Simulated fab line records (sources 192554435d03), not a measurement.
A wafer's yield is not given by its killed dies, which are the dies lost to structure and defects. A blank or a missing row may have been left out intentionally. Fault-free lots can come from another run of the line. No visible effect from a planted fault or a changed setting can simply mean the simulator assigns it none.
Which of the tools did it?	flow n5-finfet	72 wafers from 24 lots sampled at 6 of the route's 1938 steps

== WHAT EACH GAUGE READ, for each wafer ==
N5_HKMG_FIN_THK_MEAS_70: measures by xrf. Usual: HK_THK gives 1.613 nm (standard deviation 0.018).
lot	measured	on	HK_THK (nm)	flag
L074	day 4 03:34	film-metro-01	1.650 1.608 1.626	
L075	day 4 14:05	film-metro-01	1.592 1.625 1.610	
L076	day 4 14:16	film-metro-01	1.587 1.577 1.616	
L077	day 4 21:57	film-metro-02	1.614 1.615 1.628	
L078	day 5 04:04	film-metro-01	1.618 1.603 1.601	
L079	day 5 11:08	film-metro-01	1.618 1.606 1.593	
L080	day 5 14:58	film-metro-01	1.601 1.617 1.637	
L081	day 5 22:38	film-metro-02	1.600 1.630 1.599	
L082	day 6 04:23	film-metro-01	1.620 1.595 1.637	
L083	day 6 09:14	film-metro-02	1.623 1.600 1.648	
L084	day 6 16:49	film-metro-01	1.608 1.627 1.598	
L085	day 6 23:27	film-metro-01	1.611 1.609 1.599	
L086	day 7 02:56	film-metro-01	1.621 1.619 1.629	
L087	day 7 10:29	film-metro-01	1.611 1.615 1.620	
L088	day 7 15:33	film-metro-02	1.611 1.625 1.627	
L089	day 7 23:40	film-metro-02	1.624 1.619 1.563	
L090	day 8 02:41	film-metro-02	1.650 1.591 1.626	
L091	day 8 07:37	film-metro-01	1.596 1.611 1.622	
L092	day 8 15:38	film-metro-02	1.647 1.586 1.646	
L093	day 8 18:59	film-metro-01	1.589 1.587 1.604	
L094	day 9 07:01	film-metro-02	1.628 1.665 1.602	
L095	day 9 08:14	film-metro-02	1.585 1.580 1.620	
L096	day 9 15:42	film-metro-01	1.607 1.619 1.605	
L097	day 9 19:43	film-metro-01	1.635 1.635 1.634	

N5_MOL_CONTACT_COAG_OVL_MEAS_85. Usual: VG_OVL gives 0.3 nm (standard deviation 0.72).
lot	measured	on	VG_OVL (nm)	flag
L074	day 5 04:59	overlay-02	0.3 1.0 0.2	
L075	day 5 13:47	overlay-02	0.7 0.4 -0.6	
L076	day 5 15:16	overlay-01	1.4 1.8 1.0	
L077	day 5 20:47	overlay-01	1.0 1.4 0.5	
L078	day 6 02:41	overlay-01	0.3 -0.4 -0.8	
L079	day 6 10:32	overlay-02	0.6 0.6 1.2	
L080	day 6 16:34	overlay-01	0.1 -0.2 0.0	
L081	day 6 23:36	overlay-01	0.6 -0.6 0.4	
L082	day 7 02:35	overlay-01	-0.7 -1.0 -1.4	
L083	day 7 08:28	overlay-01	0.7 -0.7 1.2	
L084	day 7 15:14	overlay-01	-0.1 -0.3 0.2	
L085	day 7 23:14	overlay-02	0.7 0.6 0.1	
L086	day 8 02:28	overlay-02	-0.7 0.0 0.4	
L087	day 8 12:19	overlay-01	0.3 -0.3 0.4	
L088	day 8 16:55	overlay-02	0.7 0.5 0.5	
L089	day 8 22:04	overlay-01	0.6 0.4 0.0	
L090	day 9 00:59	overlay-01	-0.9 -0.2 1.2	
L091	day 9 07:14	overlay-01	1.0 0.5 1.5	
L092	day 9 17:37	overlay-02	-0.2 -0.1 0.8	
L093	day 9 18:30	overlay-01	-1.7 -0.9 -0.7	
L094	day 10 06:48	overlay-01	1.3 1.3 0.7	
L095	day 10 09:13	overlay-01	1.5 1.5 0.6	
L096	day 10 16:02	overlay-02	-0.4 -0.5 0.6	
L097	day 10 19:17	overlay-01	0.8 0.3 1.1	

== TOOL THAT RAN EACH LOT (tool first, then ch and the chambers of the sampled wafers, then the start) ==
lot	N5_HKMG_FIN_ETCH_86	N5_HKMG_FIN_ETCHBACK_68	N5_GATE_CUT_VAPOR_ETCH_48	N5_GATE_CUT_CMP_61
L074	rie-diel-05 ch 0,1, day 4 05:58	rie-metal-01 ch 0,1, day 4 07:16	rie-metal-01 ch 0,1, day 4 13:42	cmp-04 ch 0,2,3, day 4 16:18
L075	rie-diel-05 ch 0,2,3, day 4 16:25	rie-metal-01 ch 0,1, day 4 17:42	rie-metal-03 ch 0, day 5 01:34	cmp-01 ch 0,2,3, day 5 04:32
L076	rie-diel-03 ch 0,1,3, day 4 16:46	rie-metal-03 ch 0, day 4 18:04	rie-metal-02 ch 0,1, day 5 01:37	cmp-04 ch 1,2,3, day 5 04:37
L077	rie-diel-03 ch 1,3, day 5 00:14	rie-metal-03 ch 1, day 5 02:02	rie-metal-01 ch 0, day 5 08:28	cmp-01 ch 0,1,2, day 5 11:26
L078	rie-diel-05 ch 2,3, day 5 06:39	rie-metal-03 ch 0,1, day 5 08:03	rie-metal-02 ch 0,1, day 5 14:23	cmp-01 ch 0,1,3, day 5 17:14
L079	rie-diel-05 ch 1,2, day 5 13:29	rie-metal-03 ch 0,1, day 5 14:46	rie-metal-02 ch 0, day 5 21:41	cmp-01 ch 0,1, day 6 00:39
L080	rie-diel-05 ch 1,2,3, day 5 17:22	rie-metal-03 ch 1, day 5 18:39	rie-metal-03 ch 0, day 6 01:49	cmp-04 ch 0,1,2, day 6 04:41
L081	rie-diel-03 ch 0,2,3, day 6 01:08	rie-metal-02 ch 0, day 6 02:31	rie-metal-02 ch 0, day 6 09:02	cmp-04 ch 0,1, day 6 11:43
L082	rie-diel-06 ch 0,1,2, day 6 06:32	rie-metal-03 ch 0,1, day 6 07:50	rie-metal-01 ch 0,1, day 6 14:00	cmp-04 ch 0,1,3, day 6 16:35
L083	rie-diel-03 ch 2,3, day 6 11:31	rie-metal-03 ch 0,1, day 6 12:51	rie-metal-01 ch 0,1, day 6 18:55	cmp-01 ch 0,1,3, day 6 21:28
L084	rie-diel-03 ch 0,2,3, day 6 19:06	rie-metal-03 ch 0,1, day 6 20:24	rie-metal-02 ch 0,1, day 7 02:59	cmp-01 ch 0,1,3, day 7 05:40
L085	rie-diel-06 ch 1,2,3, day 7 01:40	rie-metal-03 ch 0,1, day 7 02:58	rie-metal-03 ch 0,1, day 7 09:27	cmp-04 ch 0,1,2, day 7 12:37
L086	rie-diel-05 ch 0,1,2, day 7 05:25	rie-metal-02 ch 0,1, day 7 06:45	rie-metal-01 ch 0,1, day 7 13:29	cmp-03 ch 0,1,3, day 7 16:07
L087	rie-diel-03 ch 1,2, day 7 12:53	rie-metal-03 ch 0,1, day 7 14:18	rie-metal-03 ch 0,1, day 7 20:37	cmp-01 ch 0,2,3, day 7 23:17
L088	rie-diel-06 ch 0,1,3, day 7 18:04	rie-metal-02 ch 0,1, day 7 19:22	rie-metal-01 ch 0, day 8 02:05	cmp-01 ch 0,2,3, day 8 04:43
L089	rie-diel-03 ch 1,2,3, day 8 02:18	rie-metal-01 ch 0,1, day 8 03:55	rie-metal-01 ch 0,1, day 8 10:11	cmp-01 ch 1,2, day 8 12:44
L090	rie-diel-05 ch 1,3, day 8 05:09	rie-metal-01 ch 0,1, day 8 06:31	rie-metal-03 ch 0,1, day 8 12:47	cmp-04 ch 0,1,3, day 8 15:20
L091	rie-diel-06 ch 0,1, day 8 09:55	rie-metal-02 ch 0,1, day 8 11:12	rie-metal-01 ch 0,1, day 8 18:29	cmp-03 ch 0,1,2, day 8 21:07
L092	rie-diel-05 ch 0,1,3, day 8 17:56	rie-metal-01 ch 0,1, day 8 19:20	rie-metal-02 ch 0,1, day 9 01:42	cmp-03 ch 0,1,2, day 9 04:38
L093	rie-diel-03 ch 0,2,3, day 8 21:16	rie-metal-02 ch 0,1, day 8 22:38	rie-metal-02 ch 0,1, day 9 04:55	cmp-03 ch 0,3, day 9 07:28
L094	rie-diel-03 ch 0,1,3, day 9 09:17	rie-metal-03 ch 0,1, day 9 10:51	rie-metal-01 ch 0,1, day 9 17:13	cmp-01 ch 0,2,3, day 9 19:49
L095	rie-diel-06 ch 0,1, day 9 10:42	rie-metal-02 ch 0,1, day 9 11:59	rie-metal-03 ch 0,1, day 9 18:16	cmp-04 ch 0,1,3, day 9 20:52
L096	rie-diel-03 ch 1,2, day 9 17:59	rie-metal-02 ch 0, day 9 19:19	rie-metal-03 ch 0,1, day 10 02:38	cmp-01 ch 0,1,3, day 10 05:14
L097	rie-diel-03 ch 0,1,2, day 9 22:04	rie-metal-02 ch 0, day 9 23:21	rie-metal-03 ch 0,1, day 10 05:40	cmp-03 ch 0,2,3, day 10 09:12
- N5_HKMG_FIN_ETCH_86: etches SOC in N2/H2, stops on TiN, target depth 393.2 nm.
- N5_HKMG_FIN_ETCHBACK_68: etches the open film in Cl2/Ar, stops on HfO2, target depth 0.5 nm.
- N5_GATE_CUT_VAPOR_ETCH_48: etches TiN in BCl3/Cl2.
- N5_GATE_CUT_CMP_61: polishes, stops on SiNx, t overpolish 3 s.

== WHAT THE TOOLS THEMSELVES READ (means of the sampled wafers that have a number; where no wafer has one, the mark that the record gives instead) ==
N5_HKMG_FIN_ETCH_86. Usual: chamber-pressure-mTorr 30.003 mTorr, standard deviation 0.026; drypump-motor-current-A 5.7 A, standard deviation 0.42; oes-product-au 0.78 a.u., standard deviation 0.087; rf-vpp-V 240.3 V, standard deviation 1.3; showerhead-plenum-p-Torr 2.51 Torr, standard deviation 0.07; throttle-valve-pct 17.79 %, standard deviation 0.21.
lot	tool	chamber-pressure-mTorr (mTorr)	drypump-motor-current-A (A)	oes-product-au (a.u.)	rf-vpp-V (V)	showerhead-plenum-p-Torr (Torr)	throttle-valve-pct (%)	flag
L074	rie-diel-05	29.989	5.4	0.75	240.3	2.54	17.82	
L075	rie-diel-05	30.010	5.5	0.72	241.5	2.56	17.79	
L076	rie-diel-03	30.013	5.7	0.82	241.1	2.52	17.82	
L077	rie-diel-03	30.005	5.5	0.86	240.1	2.54	17.83	
L078	rie-diel-05	30.025	5.4	0.70	241.0	2.55	17.92	
L079	rie-diel-05	29.996	5.5	0.75	242.3	2.61	17.58	
L080	rie-diel-05	30.027	5.4	0.72	241.2	2.56	17.83	
L081	rie-diel-03	30.013	6.0	0.83	240.2	2.47	17.74	
L082	rie-diel-06	29.977	5.3	0.72	240.8	2.53	17.73	
L083	rie-diel-03	29.992	5.8	0.85	239.8	2.48	17.75	
L084	rie-diel-03	29.993	6.0	0.82	239.0	2.46	17.75	
L085	rie-diel-06	30.001	5.9	0.72	239.0	2.45	17.66	
L086	rie-diel-05	30.028	5.5	0.73	240.8	2.56	17.73	
L087	rie-diel-03	29.975	5.6	0.90	240.4	2.56	17.88	
L088	rie-diel-06	30.031	5.6	0.73	240.4	2.52	17.71	
L089	rie-diel-03	29.993	5.7	0.85	240.7	2.51	17.83	
L090	rie-diel-05	30.021	5.2	0.85	239.7	2.50	17.86	
L091	rie-diel-06	30.005	5.1	0.72	241.2	2.59	17.81	
L092	rie-diel-05	29.999	5.4	0.77	240.6	2.51	17.85	
L093	rie-diel-03	30.000	6.0	0.80	240.8	2.46	17.79	
L094	rie-diel-03	30.019	5.7	0.86	240.8	2.51	17.75	
L095	rie-diel-06	30.016	5.2	0.71	241.3	2.58	17.83	
L096	rie-diel-03	29.991	5.9	0.78	240.5	2.49	17.95	
L097	rie-diel-03	29.985	5.9	0.81	240.1	2.49	17.87	

N5_HKMG_FIN_ETCHBACK_68. Usual: chamber-pressure-mTorr 10.000 mTorr, standard deviation 0.01; drypump-motor-current-A 5.7 A, standard deviation 0.35; mfc-ar-sccm 60.00 sccm, standard deviation 0.2; mfc-cl2-sccm 39.99 sccm, standard deviation 0.12; oes_ar_750_au 0.83 a.u., standard deviation 0.13; oes-product-au 0.81 a.u., standard deviation 0.13; throttle-valve-pct 20.78 %, standard deviation 0.17.
lot	tool	chamber-pressure-mTorr (mTorr)	drypump-motor-current-A (A)	mfc-ar-sccm (sccm)	mfc-cl2-sccm (sccm)	oes_ar_750_au (a.u.)	oes-product-au (a.u.)	throttle-valve-pct (%)	flag
L074	rie-metal-01	10.009	5.4	59.93	40.04	0.69	0.67	20.93	
L075	rie-metal-01	9.995	5.4	59.86	40.00	0.70	0.65	20.97	
L076	rie-metal-03	10.011	5.7	60.24	39.92	0.82	0.84	20.68	
L077	rie-metal-03	10.010	5.8	60.10	39.88	0.98	0.93	20.66	
L078	rie-metal-03	10.003	5.7	59.93	40.00	0.87	0.88	20.66	
L079	rie-metal-03	10.002	5.7	59.87	40.03	0.87	0.82	20.71	
L080	rie-metal-03	9.996	5.7	59.87	40.22	0.95	0.90	20.66	
L081	rie-metal-02	10.002	6.3	59.71	39.91	0.67	0.65	20.92	
L082	rie-metal-03	10.009	5.7	59.98	39.81	0.90	0.90	20.63	
L083	rie-metal-03	9.993	5.7	59.96	40.04	0.90	0.89	20.64	
L084	rie-metal-03	9.990	5.7	60.02	40.10	0.89	0.88	20.65	
L085	rie-metal-03	9.999	5.6	60.07	40.05	0.85	0.84	20.67	
L086	rie-metal-02	10.000	5.6	59.84	39.98	0.89	0.88	21.00	
L087	rie-metal-03	10.001	5.7	60.03	39.89	0.88	0.87	20.65	
L088	rie-metal-02	10.003	5.6	60.01	40.08	0.89	0.86	20.99	
L089	rie-metal-01	10.005	5.4	60.26	39.90	0.92	0.90	20.68	
L090	rie-metal-01	10.000	5.4	59.80	40.03	0.91	0.90	20.69	
L091	rie-metal-02	10.011	5.9	59.88	40.05	0.76	0.75	20.97	
L092	rie-metal-01	10.001	5.3	59.96	39.87	0.89	0.86	20.65	
L093	rie-metal-02	9.997	5.6	60.15	39.84	0.86	0.84	21.01	
L094	rie-metal-03	9.995	5.7	60.01	40.02	0.82	0.83	20.68	
L095	rie-metal-02	10.003	5.6	60.11	39.93	0.85	0.84	21.02	
L096	rie-metal-02	10.010	6.2	60.08	39.91	0.64	0.64	20.95	
L097	rie-metal-02	10.000	6.3	60.01	39.94	0.65	0.63	20.94	

N5_GATE_CUT_VAPOR_ETCH_48. Usual: drypump-motor-current-A 5.6 A, standard deviation 0.37; oes-product-au 0.83 a.u., standard deviation 0.12.
lot	tool	drypump-motor-current-A (A)	oes-product-au (a.u.)	flag
L074	rie-metal-01	5.4	0.68	
L075	rie-metal-03	5.7	0.85	
L076	rie-metal-02	5.9	0.63	
L077	rie-metal-01	5.2	0.89	
L078	rie-metal-02	5.9	0.62	
L079	rie-metal-02	6.3	0.66	
L080	rie-metal-03	5.7	0.84	
L081	rie-metal-02	6.2	0.65	
L082	rie-metal-01	5.3	0.90	
L083	rie-metal-01	5.3	0.90	
L084	rie-metal-02	5.6	0.90	
L085	rie-metal-03	5.7	0.86	
L086	rie-metal-01	5.2	0.89	
L087	rie-metal-03	5.7	0.88	
L088	rie-metal-01	5.1	0.86	
L089	rie-metal-01	5.2	0.87	
L090	rie-metal-03	5.7	0.85	
L091	rie-metal-01	5.2	0.86	
L092	rie-metal-02	5.9	0.75	
L093	rie-metal-02	5.6	0.84	
L094	rie-metal-01	5.4	0.88	
L095	rie-metal-03	5.7	0.84	
L096	rie-metal-03	5.7	0.83	
L097	rie-metal-03	5.7	0.86	

N5_GATE_CUT_CMP_61. Usual: motor-current-A 12.1 A, standard deviation 1.3.
lot	tool	motor-current-A (A)	flag
L074	cmp-04	12.4	
L075	cmp-01	12.3	
L076	cmp-04	12.7	
L077	cmp-01	11.7	
L078	cmp-01	12.8	
L079	cmp-01	11.3	
L080	cmp-04	11.8	
L081	cmp-04	11.9	
L082	cmp-04	12.9	
L083	cmp-01	12.7	
L084	cmp-01	12.6	
L085	cmp-04	11.9	
L086	cmp-03	10.9	
L087	cmp-01	12.9	
L088	cmp-01	12.6	
L089	cmp-01	11.4	
L090	cmp-04	12.2	
L091	cmp-03	10.9	
L092	cmp-03	10.9	
L093	cmp-03	11.3	
L094	cmp-01	12.4	
L095	cmp-04	12.8	
L096	cmp-01	12.6	
L097	cmp-03	11.2	

== THE ANSWER, worked out from the rows above alone ==
Rule: a lot is off if the mean of its wafers that have a number lies more than 3 standard deviations from the usual mean. Also off: a lot with no number at a reading for which 4 or more lots have one. Where the step has rows for the other lots, those lots are counted as sound. Order of review: gauges by route order, followed by the tools' own readings, for which a lot's mean as printed above is used. At the first step where some lot is off, the reading lying furthest off is the one used; lots without a number count as furthest.
Across all readings shown, no lot is off: no conclusion can be drawn from this.

== WHAT THE SIMULATOR PUT IN ==
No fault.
